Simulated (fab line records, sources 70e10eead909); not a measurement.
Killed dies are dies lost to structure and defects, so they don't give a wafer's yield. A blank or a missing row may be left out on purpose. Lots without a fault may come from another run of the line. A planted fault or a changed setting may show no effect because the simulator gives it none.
A struck lot beside a sound one | flow nand_harc | 15 steps out of a route of 1159
Sound: wafers L388.1, L388.2, L388.6. Struck: wafers L385.2, L385.4, L385.6. The cause comes at the end.
At each step with rows: each side's tool, then ch and its chambers, then its first start. Under that, the readings that differ: sound wafers | struck wafers | difference of the means | sigmas: that difference in standard deviations of wafers without a fault.
alike: readings whose means differ by less than 2 such deviations, and words and numbers that are the same on both sides. not compared: withheld readings, readings that some wafer has no value for, bounds like >300 that may hide the same value, and numbers for which the record gives no deviation and whose values overlap.
The two part at a step that has a row with sigmas, a row that says differs or no value, or rows on one side only. Numbers that don't overlap but have no deviation are shown without sigmas and don't part them. A reading that every wafer of one side lacks parts them only if that side has two wafers or more.

first, 9 steps without rows for these wafers: NHARC_P_GATE_SRD_100; NHARC_P_GATE_DEHYDRATE_38 (time 120 s); NHARC_P_GATE_HMDS_39 (time 30 s); NHARC_P_GATE_COAT_40; NHARC_P_GATE_SOFTBAKE_41 (time 95 s); NHARC_P_GATE_EBR_42; NHARC_P_GATE_EXPOSE_43 (exposes mask P NSD, target cd 720 nm); NHARC_P_GATE_PEB_44 (peb time 85 s); NHARC_P_GATE_DEVELOP_45 (time 70 s).
NHARC_P_GATE_CD_MEAS_46: target cd 720 nm.
  sound on cd_sem-02 ch 0, day 9 00:31; struck on cd_sem-03 ch 0, day 8 15:17
  alike: cd_nm
then, 1 step without rows for these wafers: NHARC_P_GATE_HARDBAKE_47 (time 80 s).
NHARC_P_GATE_DESCUM_48: chemistry O2, time 3 s.
  sound on rie_diel-12 ch 0,1,2, day 9 00:44; struck on rie_diel-12 ch 0,2,3, day 8 15:27
  alike: drypump_motor_current_A, o2_flow_sccm, oes_product_au, rf_vpp_V, showerhead_plenum_p_Torr, throttle_valve_pct
  not compared: rf_hours_counter_h
NHARC_P_GATE_IMPLANT_49:
  sound on implanter-01 ch 0, day 9 00:52; struck on implanter-02, day 8 15:38
  no value came back on the struck wafers for beam_energy_keV, beam_on_s (s); on the sound wafers beam_energy_keV reads 29.999 30.006 30.000
NHARC_P_GATE_STRIP_111: strips in N2/H2, time 250 s.
  sound on plasma_asher-01 ch 0,1, day 9 01:05; struck on plasma_asher-01 ch 0,1, day 8 15:49
  alike: drypump_motor_current_A, heater_power_w
  not compared: rf_hours_counter_h
-- the record jumps here: 14 days lie between the struck wafers' starts before and after (it left off in module P_GATE and takes up again in module END, whose first step shown is number 1159 of the route) --
NHARC_END_SORT_01:
  the record has rows for the struck wafers here (prober-02 ch 0, day 22 07:36) and none for the sound ones

WHERE THEY PART
First at NHARC_P_GATE_IMPLANT_49; last, within this record, at NHARC_END_SORT_01.

WHY: what the simulator had put in
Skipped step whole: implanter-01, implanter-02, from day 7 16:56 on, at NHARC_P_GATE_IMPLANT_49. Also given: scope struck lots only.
